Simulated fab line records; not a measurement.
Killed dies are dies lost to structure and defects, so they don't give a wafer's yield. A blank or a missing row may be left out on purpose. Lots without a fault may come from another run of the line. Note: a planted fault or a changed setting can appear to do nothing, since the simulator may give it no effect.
Which tool is to blame? || flow nand harc || 42 wafers from 14 lots sampled at 4 of the route's 1302 steps

WHAT THE GAUGES READ, wafer by wafer
Not one reading of a measure or inspect step in the record can be checked against a usual standard deviation.

WHAT TOOL EACH LOT RAN ON (gives the tool, then ch and the chambers of the sampled wafers, and finally the start)
{"lot": "L716", "NHARC_P_M0_ANNEAL_30": "rtp anneal-02 ch 0, day 6 18:01", "NHARC_P_M0_DEP_32": "pecvd-02 ch 0,2, day 6 18:59", "NHARC_P_M1_ETCH_15": "rie diel-12 ch 0,3, day 6 20:29", "NHARC_P_M1_ETCH_28": "rie diel-07 ch 0,1, no start"}
{"lot": "L717", "NHARC_P_M0_ANNEAL_30": "rtp anneal-02 ch 0, day 6 19:17", "NHARC_P_M0_DEP_32": "pecvd-02 ch 0,2, day 6 20:11", "NHARC_P_M1_ETCH_15": "rie diel-11 ch 1,2,3, day 6 21:45", "NHARC_P_M1_ETCH_28": "rie diel-07 ch 1,3, no start"}
{"lot": "L718", "NHARC_P_M0_ANNEAL_30": "rtp anneal-02 ch 0, day 7 11:16", "NHARC_P_M0_DEP_32": "pecvd-01 ch 0,1, day 7 12:16", "NHARC_P_M1_ETCH_15": "rie diel-11 ch 0,1,2, day 7 13:50", "NHARC_P_M1_ETCH_28": "rie diel-07 ch 0,2,3, no start"}
{"lot": "L724", "NHARC_P_M0_ANNEAL_30": "rtp anneal-01 ch 0, day 9 16:35", "NHARC_P_M0_DEP_32": "pecvd-02 ch 0,1,2, day 9 17:38", "NHARC_P_M1_ETCH_15": "rie diel-11 ch 0,2,3, day 9 19:06", "NHARC_P_M1_ETCH_28": "rie diel-12 ch 0,2,3, no start"}
{"lot": "L727", "NHARC_P_M0_ANNEAL_30": "rtp anneal-02 ch 0, day 11 02:38", "NHARC_P_M0_DEP_32": "pecvd-04 ch 0,1,2, day 11 03:35", "NHARC_P_M1_ETCH_15": "rie diel-11 ch 1,2,3, day 11 05:09", "NHARC_P_M1_ETCH_28": "rie diel-12 ch 0,2,3, no start"}
{"lot": "L728", "NHARC_P_M0_ANNEAL_30": "rtp anneal-02 ch 0, day 11 12:07", "NHARC_P_M0_DEP_32": "pecvd-01 ch 0,1,2, day 11 13:04", "NHARC_P_M1_ETCH_15": "rie diel-07 ch 1,2, day 11 14:39", "NHARC_P_M1_ETCH_28": "rie diel-11 ch 2,3, no start"}
{"lot": "L730", "NHARC_P_M0_ANNEAL_30": "rtp anneal-02 ch 0, day 12 21:55", "NHARC_P_M0_DEP_32": "pecvd-02 ch 1,2, day 12 23:17", "NHARC_P_M1_ETCH_15": "rie diel-07 ch 1,2,3, day 13 00:58", "NHARC_P_M1_ETCH_28": "rie diel-11 ch 0,1, no start"}
{"lot": "L732", "NHARC_P_M0_ANNEAL_30": "rtp anneal-01 ch 0, day 13 07:53", "NHARC_P_M0_DEP_32": "pecvd-02 ch 0,1,2, day 13 08:50", "NHARC_P_M1_ETCH_15": "rie diel-11 ch 0,1,2, day 13 10:19", "NHARC_P_M1_ETCH_28": "rie diel-12 ch 1,2,3, no start"}
{"lot": "L734", "NHARC_P_M0_ANNEAL_30": "rtp anneal-02 ch 0, day 13 21:46", "NHARC_P_M0_DEP_32": "pecvd-04 ch 0,1, day 13 22:41", "NHARC_P_M1_ETCH_15": "rie diel-11 ch 0,3, day 14 00:18", "NHARC_P_M1_ETCH_28": "rie diel-12 ch 0,1,3, no start"}
{"lot": "L733", "NHARC_P_M0_ANNEAL_30": "rtp anneal-01 ch 0, day 13 22:10", "NHARC_P_M0_DEP_32": "pecvd-01 ch 0,2, day 13 23:07", "NHARC_P_M1_ETCH_15": "rie diel-07 ch 1,3, day 14 00:45", "NHARC_P_M1_ETCH_28": "rie diel-11 ch 0,2,3, no start"}
{"lot": "L735", "NHARC_P_M0_ANNEAL_30": "rtp anneal-01 ch 0, day 14 13:06", "NHARC_P_M0_DEP_32": "pecvd-02 ch 1,2, day 14 14:01", "NHARC_P_M1_ETCH_15": "rie diel-11 ch 0,1,3, day 14 16:01", "NHARC_P_M1_ETCH_28": "rie diel-07 ch 0,1,2, no start"}
{"lot": "L736", "NHARC_P_M0_ANNEAL_30": "rtp anneal-01 ch 0, day 15 04:31", "NHARC_P_M0_DEP_32": "pecvd-02 ch 1,2, day 15 05:31", "NHARC_P_M1_ETCH_15": "rie diel-12 ch 0,1,3, day 15 07:04", "NHARC_P_M1_ETCH_28": "rie diel-11 ch 1,2,3, no start"}
{"lot": "L737", "NHARC_P_M0_ANNEAL_30": "rtp anneal-02 ch 0, day 15 07:40", "NHARC_P_M0_DEP_32": "pecvd-01 ch 0,1,2, day 15 08:37", "NHARC_P_M1_ETCH_15": "rie diel-07 ch 0,1,3, day 15 10:14", "NHARC_P_M1_ETCH_28": "rie diel-11 ch 0,1,3, no start"}
{"lot": "L738", "NHARC_P_M0_ANNEAL_30": "rtp anneal-02 ch 0, day 15 14:50", "NHARC_P_M0_DEP_32": "pecvd-01 ch 0,1,2, day 15 15:44", "NHARC_P_M1_ETCH_15": "rie diel-11 ch 0,1,3, day 15 17:18", "NHARC_P_M1_ETCH_28": "rie diel-07 ch 0,1,2, no start"}
- NHARC_P_M0_ANNEAL_30: time 90 s.
- NHARC_P_M0_DEP_32: deposits SiCN, target thk 30 nm.
- NHARC_P_M1_ETCH_15: etches the open film in C4F8/Ar, target depth 182.5 nm, time 91.2 s.
- NHARC_P_M1_ETCH_28: etches the open film in CF4/N2, target depth 30 nm, time 72.99 s.

AS READ BY THE TOOLS THEMSELVES (means over the sampled wafers that have a number; for cases with no such wafer, the mark the record gives instead)
NHARC_P_M0_ANNEAL_30.
{"lot": "L716", "tool": "rtp anneal-02", "wafer_temp_C_max": 226.7}
{"lot": "L717", "tool": "rtp anneal-02", "wafer_temp_C_max": 226.1}
{"lot": "L718", "tool": "rtp anneal-02", "wafer_temp_C_max": 226.5}
{"lot": "L724", "tool": "rtp anneal-01", "wafer_temp_C_max": 226.2}
{"lot": "L727", "tool": "rtp anneal-02", "wafer_temp_C_max": 226.2}
{"lot": "L728", "tool": "rtp anneal-02", "wafer_temp_C_max": 226.2}
{"lot": "L730", "tool": "rtp anneal-02", "wafer_temp_C_max": 226.3}
{"lot": "L732", "tool": "rtp anneal-01", "wafer_temp_C_max": 226.1}
{"lot": "L734", "tool": "rtp anneal-02", "wafer_temp_C_max": 226.8}
{"lot": "L733", "tool": "rtp anneal-01", "wafer_temp_C_max": 225.7}
{"lot": "L735", "tool": "rtp anneal-01", "wafer_temp_C_max": 226.0}
{"lot": "L736", "tool": "rtp anneal-01", "wafer_temp_C_max": 226.1}
{"lot": "L737", "tool": "rtp anneal-02", "wafer_temp_C_max": 226.4}
{"lot": "L738", "tool": "rtp anneal-02", "wafer_temp_C_max": 226.7}

NHARC_P_M0_DEP_32.
{"lot": "L716", "tool": "pecvd-02", "heater power w (W)": 590, "rf fwd power W (W)": 449.7}
{"lot": "L717", "tool": "pecvd-02", "heater power w (W)": 645, "rf fwd power W (W)": 449.1}
{"lot": "L718", "tool": "pecvd-01", "heater power w (W)": 581, "rf fwd power W (W)": 448.9}
{"lot": "L724", "tool": "pecvd-02", "heater power w (W)": 634, "rf fwd power W (W)": 449.4}
{"lot": "L727", "tool": "pecvd-04", "heater power w (W)": 580, "rf fwd power W (W)": 448.3}
{"lot": "L728", "tool": "pecvd-01", "heater power w (W)": 607, "rf fwd power W (W)": 449.0}
{"lot": "L730", "tool": "pecvd-02", "heater power w (W)": 534, "rf fwd power W (W)": 448.1}
{"lot": "L732", "tool": "pecvd-02", "heater power w (W)": 589, "rf fwd power W (W)": 448.5}
{"lot": "L734", "tool": "pecvd-04", "heater power w (W)": 534, "rf fwd power W (W)": 448.6}
{"lot": "L733", "tool": "pecvd-01", "heater power w (W)": 593, "rf fwd power W (W)": 448.8}
{"lot": "L735", "tool": "pecvd-02", "heater power w (W)": 574, "rf fwd power W (W)": 448.4}
{"lot": "L736", "tool": "pecvd-02", "heater power w (W)": 517, "rf fwd power W (W)": 449.0}
{"lot": "L737", "tool": "pecvd-01", "heater power w (W)": 554, "rf fwd power W (W)": 450.3}
{"lot": "L738", "tool": "pecvd-01", "heater power w (W)": 598, "rf fwd power W (W)": 449.7}

NHARC_P_M1_ETCH_15.
{"lot": "L716", "tool": "rie diel-12", "oes product au (a.u.)": 0.972, "rf fwd power W (W)": 595.7, "rf vpp V (V)": 443.2, "run length s (s)": 112.0}
{"lot": "L717", "tool": "rie diel-11", "oes product au (a.u.)": 0.958, "rf fwd power W (W)": 594.2, "rf vpp V (V)": 441.2, "run length s (s)": 112.3}
{"lot": "L718", "tool": "rie diel-11", "oes product au (a.u.)": 0.970, "rf fwd power W (W)": 594.4, "rf vpp V (V)": 442.3, "run length s (s)": 112.4}
{"lot": "L724", "tool": "rie diel-11", "oes product au (a.u.)": 0.927, "rf fwd power W (W)": 595.0, "rf vpp V (V)": 443.7, "run length s (s)": 108.7}
{"lot": "L727", "tool": "rie diel-11", "oes product au (a.u.)": 0.979, "rf fwd power W (W)": 594.4, "rf vpp V (V)": 441.6, "run length s (s)": 109.1}
{"lot": "L728", "tool": "rie diel-07", "oes product au (a.u.)": 0.951, "rf fwd power W (W)": 595.1, "rf vpp V (V)": 442.0, "run length s (s)": 112.6}
{"lot": "L730", "tool": "rie diel-07", "oes product au (a.u.)": 0.926, "rf fwd power W (W)": 596.2, "rf vpp V (V)": 442.2, "run length s (s)": 112.8}
{"lot": "L732", "tool": "rie diel-11", "oes product au (a.u.)": 0.970, "rf fwd power W (W)": 594.9, "rf vpp V (V)": 442.1, "run length s (s)": 112.2}
{"lot": "L734", "tool": "rie diel-11", "oes product au (a.u.)": 0.969, "rf fwd power W (W)": 596.5, "rf vpp V (V)": 442.5, "run length s (s)": 112.6}
{"lot": "L733", "tool": "rie diel-07", "oes product au (a.u.)": 0.963, "rf fwd power W (W)": 597.4, "rf vpp V (V)": 443.8, "run length s (s)": 112.6}
{"lot": "L735", "tool": "rie diel-11", "oes product au (a.u.)": 0.940, "rf fwd power W (W)": 593.6, "rf vpp V (V)": 441.5, "run length s (s)": 112.5}
{"lot": "L736", "tool": "rie diel-12", "oes product au (a.u.)": 0.975, "rf fwd power W (W)": 595.3, "rf vpp V (V)": 440.9, "run length s (s)": 112.2}
{"lot": "L737", "tool": "rie diel-07", "oes product au (a.u.)": 0.971, "rf fwd power W (W)": 594.8, "rf vpp V (V)": 443.0, "run length s (s)": 112.7}
{"lot": "L738", "tool": "rie diel-11", "oes product au (a.u.)": 0.947, "rf fwd power W (W)": 595.4, "rf vpp V (V)": 440.9, "run length s (s)": 112.8}

NHARC_P_M1_ETCH_28.
{"lot": "L716", "tool": "rie diel-07", "drypump motor current A (A)": 6.3, "mfc ar sccm (sccm)": 150.2, "oes product au (a.u.)": 1.011, "rf fwd power W (W)": 297.1, "rf vpp V (V)": 317.1, "run length s (s)": 94.6, "showerhead plenum p Torr (Torr)": 2.76, "throttle valve pct (%)": 19.793}
{"lot": "L717", "tool": "rie diel-07", "drypump motor current A (A)": 5.8, "mfc ar sccm (sccm)": 149.8, "oes product au (a.u.)": 0.991, "rf fwd power W (W)": 298.4, "rf vpp V (V)": 316.4, "run length s (s)": 94.2, "showerhead plenum p Torr (Torr)": 2.76, "throttle valve pct (%)": 19.804}
{"lot": "L718", "tool": "rie diel-07", "drypump motor current A (A)": 5.9, "mfc ar sccm (sccm)": 150.2, "oes product au (a.u.)": 0.998, "rf fwd power W (W)": 297.2, "rf vpp V (V)": 316.5, "run length s (s)": 94.6, "showerhead plenum p Torr (Torr)": 2.77, "throttle valve pct (%)": 19.793}
{"lot": "L724", "tool": "rie diel-12", "drypump motor current A (A)": 5.7, "mfc ar sccm (sccm)": 150.5, "oes product au (a.u.)": 1.004, "rf fwd power W (W)": 296.8, "rf vpp V (V)": 314.3, "run length s (s)": 94.0, "showerhead plenum p Torr (Torr)": 2.66, "throttle valve pct (%)": 19.795}
{"lot": "L727", "tool": "rie diel-12", "drypump motor current A (A)": 5.7, "mfc ar sccm (sccm)": 149.9, "oes product au (a.u.)": 1.003, "rf fwd power W (W)": 296.9, "rf vpp V (V)": 315.4, "run length s (s)": 94.1, "showerhead plenum p Torr (Torr)": 2.65, "throttle valve pct (%)": 19.794}
{"lot": "L728", "tool": "rie diel-11", "drypump motor current A (A)": 5.7, "mfc ar sccm (sccm)": 150.1, "oes product au (a.u.)": 0.994, "rf fwd power W (W)": 298.0, "rf vpp V (V)": 315.7, "run length s (s)": 93.9, "showerhead plenum p Torr (Torr)": 2.67, "throttle valve pct (%)": 19.803}
{"lot": "L730", "tool": "rie diel-11", "drypump motor current A (A)": 5.4, "mfc ar sccm (sccm)": 150.5, "oes product au (a.u.)": 1.015, "rf fwd power W (W)": 295.8, "rf vpp V (V)": 314.5, "run length s (s)": 94.5, "showerhead plenum p Torr (Torr)": 2.61, "throttle valve pct (%)": 19.797}
{"lot": "L732", "tool": "rie diel-12", "drypump motor current A (A)": 5.6, "mfc ar sccm (sccm)": 149.8, "oes product au (a.u.)": 1.003, "rf fwd power W (W)": 297.1, "rf vpp V (V)": 313.9, "run length s (s)": 93.9, "showerhead plenum p Torr (Torr)": 2.59, "throttle valve pct (%)": 19.789}
{"lot": "L734", "tool": "rie diel-12", "drypump motor current A (A)": 5.9, "mfc ar sccm (sccm)": 150.2, "oes product au (a.u.)": 1.015, "rf fwd power W (W)": 297.2, "rf vpp V (V)": 314.4, "run length s (s)": 94.4, "showerhead plenum p Torr (Torr)": 2.63, "throttle valve pct (%)": 19.803}
{"lot": "L733", "tool": "rie diel-11", "drypump motor current A (A)": 5.8, "mfc ar sccm (sccm)": 150.3, "oes product au (a.u.)": 1.004, "rf fwd power W (W)": 297.8, "rf vpp V (V)": 316.2, "run length s (s)": 93.8, "showerhead plenum p Torr (Torr)": 2.73, "throttle valve pct (%)": 19.791}
{"lot": "L735", "tool": "rie diel-07", "drypump motor current A (A)": 6.0, "mfc ar sccm (sccm)": 150.1, "oes product au (a.u.)": 1.012, "rf fwd power W (W)": 295.8, "rf vpp V (V)": 316.2, "run length s (s)": 94.3, "showerhead plenum p Torr (Torr)": 2.72, "throttle valve pct (%)": 19.795}
{"lot": "L736", "tool": "rie diel-11", "drypump motor current A (A)": 5.5, "mfc ar sccm (sccm)": 149.9, "oes product au (a.u.)": 1.007, "rf fwd power W (W)": 297.0, "rf vpp V (V)": 314.7, "run length s (s)": 94.3, "showerhead plenum p Torr (Torr)": 2.64, "throttle valve pct (%)": 19.793}
{"lot": "L737", "tool": "rie diel-11", "drypump motor current A (A)": 5.6, "mfc ar sccm (sccm)": 149.9, "oes product au (a.u.)": 1.013, "rf fwd power W (W)": 297.2, "rf vpp V (V)": 313.7, "run length s (s)": 94.4, "showerhead plenum p Torr (Torr)": 2.64, "throttle valve pct (%)": 19.793}
{"lot": "L738", "tool": "rie diel-07", "drypump motor current A (A)": 6.0, "mfc ar sccm (sccm)": 150.2, "oes product au (a.u.)": 1.021, "rf fwd power W (W)": 296.9, "rf vpp V (V)": 315.8, "run length s (s)": 94.2, "showerhead plenum p Torr (Torr)": 2.72, "throttle valve pct (%)": 19.800}

THE ANSWER, worked out from the rows above alone
Rule: what is usual is taken from the lots themselves. Put in order of their means at a reading, lots are off if they are a third of the lots or fewer, leave a main group of 4 or more, and stand apart from it by a gap of 3 or more times the standard deviation of the main group's means; of several such gaps the widest counts. A main group is skipped when, at the precision printed for the reading in the tables above, its means are all equal. Also off: a lot with no number at a reading for which 4 or more lots have one. The other lots that the step has rows for count as sound. Order of review: gauges by route order, followed by the tools' own readings, for which a lot's mean as printed above is used. The first step at which some lot is off is used, and at that step the reading that is off furthest; a lot without a number counts as furthest.
Off: L724, L727 (NHARC_P_M1_ETCH_15, run length s). For the main group the mean is 112.5 s and the standard deviation 0.25.
If a tool, at that step or one of the process steps before it, ran each lot that is off and ran no sound lot following the first of them, it fits. Not one of the candidates tried fits.

WHAT THE SIMULATOR HAD PUT IN
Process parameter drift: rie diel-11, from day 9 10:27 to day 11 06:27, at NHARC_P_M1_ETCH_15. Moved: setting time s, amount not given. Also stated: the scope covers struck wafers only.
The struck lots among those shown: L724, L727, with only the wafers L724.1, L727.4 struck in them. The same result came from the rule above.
